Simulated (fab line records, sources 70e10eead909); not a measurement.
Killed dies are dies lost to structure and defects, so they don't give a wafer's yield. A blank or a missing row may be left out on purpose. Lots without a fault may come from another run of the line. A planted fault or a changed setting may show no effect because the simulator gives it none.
Chamber matching | flow nand_harc | NHARC_A_WL_FILL_ALD_10 on ald_hk-03: 4 sister chambers
The step deposits SiO2, target thk 50 nm, pulse time 10 s, ald cycles 500. 4 wafers are shown with their chamber, then 7 later ones without.

WAFERS WITH THEIR CHAMBER
wafer  | chamber | heater_power_w (W)
L907.1 | 2       | 463
L913.1 | 3       | 513
L912.1 | 1       | 540
L912.2 | 0       | 378

WAFERS WITHOUT THEIR CHAMBER
wafer  | heater_power_w (W)
L912.4 | 453
L917.1 | 378
L917.4 | 528
L917.5 | 382
L924.1 | 545
L924.2 | 458
L924.3 | 508

WHICH CHAMBER EACH WENT THROUGH
wafer  | from the rows above     | in truth
L912.4 | 2                       | 2
L917.1 | 0                       | 0
L917.4 | can't be placed: 1 or 3 | 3
L917.5 | 0                       | 0
L924.1 | 1                       | 1
L924.2 | 2                       | 2
L924.3 | 3                       | 3
Placed correctly: 6 of 7. Can't be placed from these rows: 1 (the true chamber is among the candidates in 1). Placed wrongly: 0.
How it was worked out, from the rows above alone: a wafer's distance from a chamber is the root of the sum, over the readings, of the square of ((its reading less the chamber's mean) divided by the reading's scatter). The wafer belongs to the nearest chamber; if the next one is less than 2 further off, it can't be placed. A chamber's mean is the mean of its shown wafers. The scatter: with one shown wafer a chamber, the root of the mean of the squares of how far each hidden wafer lies from its nearest shown one.
